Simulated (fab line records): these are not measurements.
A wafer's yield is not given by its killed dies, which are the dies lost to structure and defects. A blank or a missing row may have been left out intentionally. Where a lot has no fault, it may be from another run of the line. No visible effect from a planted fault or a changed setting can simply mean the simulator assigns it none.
Which tool was responsible? :: flow nandHarc :: 12 lots with 36 wafers sampled at 6 steps, on a route of 1302 steps

## WHAT EACH GAUGE READ, for each wafer
NHARC_A_BONDPAD_CD_MEAS_13.
lot: L074
measured: day 23 15:47
on: cdSem-03
cdNm (nm): 500.1 498.8 501.1

lot: L078
measured: day 24 09:49
on: cdSem-01
cdNm (nm): 499.3 497.7 496.7

lot: L076
measured: day 24 14:14
on: cdSem-03
cdNm (nm): 501.7 501.0 499.6

lot: L082
measured: day 26 13:09
on: cdSem-01
cdNm (nm): 503.0 500.7 500.7

lot: L083
measured: day 27 01:50
on: cdSem-01
cdNm (nm): 499.9 499.0 501.7

lot: L086
measured: day 28 06:15
on: cdSem-03
cdNm (nm): 498.9 500.9 499.8

lot: L087
measured: day 28 10:52
on: cdSem-03
cdNm (nm): 503.5 498.8 500.6

lot: L089
measured: day 28 18:20
on: cdSem-03
cdNm (nm): 499.7 500.1 500.1

lot: L090
measured: day 30 13:05
on: cdSem-03
cdNm (nm): 500.7 501.4 502.7

lot: L093
measured: day 31 07:32
on: cdSem-01
cdNm (nm): 497.7 494.5 494.2

lot: L094
measured: day 31 15:07
on: cdSem-01
cdNm (nm): 498.6 498.9 499.3

lot: L097
measured: day 32 20:52
on: cdSem-03
cdNm (nm): 498.7 499.3 499.5

## TOOL THAT RAN EACH LOT (tool first, then ch and the chambers of the sampled wafers, then the start)
lot: L074
NHARC_A_CONTACT_CMP_20: cmp-01 ch 0,1, day 23 01:43
NHARC_A_BLC_ETCH_16: rieDiel-13 ch 1,2,3, day 23 02:53
NHARC_A_BLC_STRIP_29: rieDiel-06 ch 0,1, day 23 03:52
NHARC_A_BLC_PVD_32: pvdSputter-02, day 23 15:33 or earlier
NHARC_A_BONDPAD_ETCH_34: rieDiel-10 ch 2,3, day 23 15:33

lot: L078
NHARC_A_CONTACT_CMP_20: cmp-03 ch 0,1,2, day 23 18:46
NHARC_A_BLC_ETCH_16: rieDiel-13 ch 2,3, day 23 19:54
NHARC_A_BLC_STRIP_29: rieDiel-02 ch 1,2, day 23 20:51
NHARC_A_BLC_PVD_32: pvdSputter-02, day 24 09:35 or earlier
NHARC_A_BONDPAD_ETCH_34: rieDiel-10 ch 1,2, day 24 09:35

lot: L076
NHARC_A_CONTACT_CMP_20: cmp-03 ch 0,2,3, day 23 23:46
NHARC_A_BLC_ETCH_16: rieDiel-06 ch 0,2,3, day 24 00:55
NHARC_A_BLC_STRIP_29: rieDiel-13 ch 0,1,3, day 24 01:53
NHARC_A_BLC_PVD_32: pvdSputter-03, day 24 14:01 or earlier
NHARC_A_BONDPAD_ETCH_34: rieDiel-11 ch 1,2,3, day 24 14:01

lot: L082
NHARC_A_CONTACT_CMP_20: cmp-01 ch 1,2,3, day 25 22:55
NHARC_A_BLC_ETCH_16: rieDiel-13 ch 1,2,3, day 26 00:05
NHARC_A_BLC_STRIP_29: rieDiel-06 ch 0,1,2, day 26 01:02
NHARC_A_BLC_PVD_32: pvdSputter-02, day 26 12:55 or earlier
NHARC_A_BONDPAD_ETCH_34: rieDiel-11 ch 1,2,3, day 26 12:55

lot: L083
NHARC_A_CONTACT_CMP_20: cmp-01 ch 2,3, day 26 11:45
NHARC_A_BLC_ETCH_16: rieDiel-06 ch 0,3, day 26 12:47
NHARC_A_BLC_STRIP_29: rieDiel-13 ch 0,1, day 26 13:44
NHARC_A_BLC_PVD_32: pvdSputter-03, day 27 01:38 or earlier
NHARC_A_BONDPAD_ETCH_34: rieDiel-10 ch 0,2,3, day 27 01:38

lot: L086
NHARC_A_CONTACT_CMP_20: cmp-04 ch 0,3, day 27 14:52
NHARC_A_BLC_ETCH_16: rieDiel-06 ch 0,3, day 27 16:02
NHARC_A_BLC_STRIP_29: rieDiel-13 ch 2,3, day 27 17:19
NHARC_A_BLC_PVD_32: pvdSputter-03, day 28 06:02 or earlier
NHARC_A_BONDPAD_ETCH_34: rieDiel-10 ch 0,1,2, day 28 06:02

lot: L087
NHARC_A_CONTACT_CMP_20: cmp-03 ch 1,3, day 27 20:46
NHARC_A_BLC_ETCH_16: rieDiel-13 ch 1,3, day 27 21:55
NHARC_A_BLC_STRIP_29: rieDiel-06 ch 0,1, day 27 22:52
NHARC_A_BLC_PVD_32: pvdSputter-03, day 28 10:38 or earlier
NHARC_A_BONDPAD_ETCH_34: rieDiel-10 ch 0,2, day 28 10:38

lot: L089
NHARC_A_CONTACT_CMP_20: cmp-04 ch 2,3, day 28 04:08
NHARC_A_BLC_ETCH_16: rieDiel-06 ch 0,1, day 28 05:20
NHARC_A_BLC_STRIP_29: rieDiel-13 ch 1,2, day 28 06:17
NHARC_A_BLC_PVD_32: pvdSputter-01, day 28 18:07 or earlier
NHARC_A_BONDPAD_ETCH_34: rieDiel-11 ch 0,1,2, day 28 18:07

lot: L090
NHARC_A_CONTACT_CMP_20: cmp-03 ch 0,1,2, day 29 22:54
NHARC_A_BLC_ETCH_16: rieDiel-06 ch 0,2, day 30 00:07
NHARC_A_BLC_STRIP_29: rieDiel-02 ch 0,3, day 30 01:05
NHARC_A_BLC_PVD_32: pvdSputter-03, day 30 12:52 or earlier
NHARC_A_BONDPAD_ETCH_34: rieDiel-11 ch 2,3, day 30 12:52

lot: L093
NHARC_A_CONTACT_CMP_20: cmp-01 ch 0,1,2, day 30 17:31
NHARC_A_BLC_ETCH_16: rieDiel-13 ch 1,2,3, day 30 18:32
NHARC_A_BLC_STRIP_29: rieDiel-13 ch 0,1, day 30 19:29
NHARC_A_BLC_PVD_32: pvdSputter-02, day 31 07:18 or earlier
NHARC_A_BONDPAD_ETCH_34: rieDiel-11 ch 0,1,3, day 31 07:18

lot: L094
NHARC_A_CONTACT_CMP_20: cmp-04 ch 0,2, day 31 00:38
NHARC_A_BLC_ETCH_16: rieDiel-06 ch 0,1,3, day 31 01:47
NHARC_A_BLC_STRIP_29: rieDiel-13 ch 1,2, day 31 02:44
NHARC_A_BLC_PVD_32: pvdSputter-02, day 31 14:53 or earlier
NHARC_A_BONDPAD_ETCH_34: rieDiel-10 ch 1,2, day 31 14:53

lot: L097
NHARC_A_CONTACT_CMP_20: cmp-01 ch 1,2,3, day 32 06:35
NHARC_A_BLC_ETCH_16: rieDiel-13 ch 2,3, day 32 07:42
NHARC_A_BLC_STRIP_29: rieDiel-06 ch 2,3, day 32 08:43
NHARC_A_BLC_PVD_32: pvdSputter-01, day 32 20:37 or earlier
NHARC_A_BONDPAD_ETCH_34: rieDiel-11 ch 0,3, day 32 20:37
- NHARC_A_CONTACT_CMP_20: polishes, t overpolish 30 s, target thk 300 nm.
- NHARC_A_BLC_ETCH_16: etches the open film in CF4, target depth 39 nm, time 65 s.
- NHARC_A_BLC_STRIP_29: strips in CF4.
- NHARC_A_BLC_PVD_32: deposits Ti, target thk 5 nm, time 17.7 s.
- NHARC_A_BONDPAD_ETCH_34: etches the open film in N2/H2, target depth 60 nm, overetch 18 nm, time 65.91 s.

## THE ANSWER, worked out from the rows above alone
Rule: what is usual is taken from the lots themselves. The widest of any qualifying gaps counts: lots, ordered by their means at a reading, are off when they make up no more than a third of the lots, leave a main group of 4 or more, and stand apart from it by 3 or more times the standard deviation of that group's means. If all means in a main group match to the digits the tables above print for the reading, that group is not used. A lot without any number at a reading at which 4 lots or more have one is off too. All remaining lots with rows at the step are treated as sound.
Across all readings shown, no lot is off: no conclusion can be drawn from this.

## WHAT HAD BEEN PUT IN BY THE SIMULATOR
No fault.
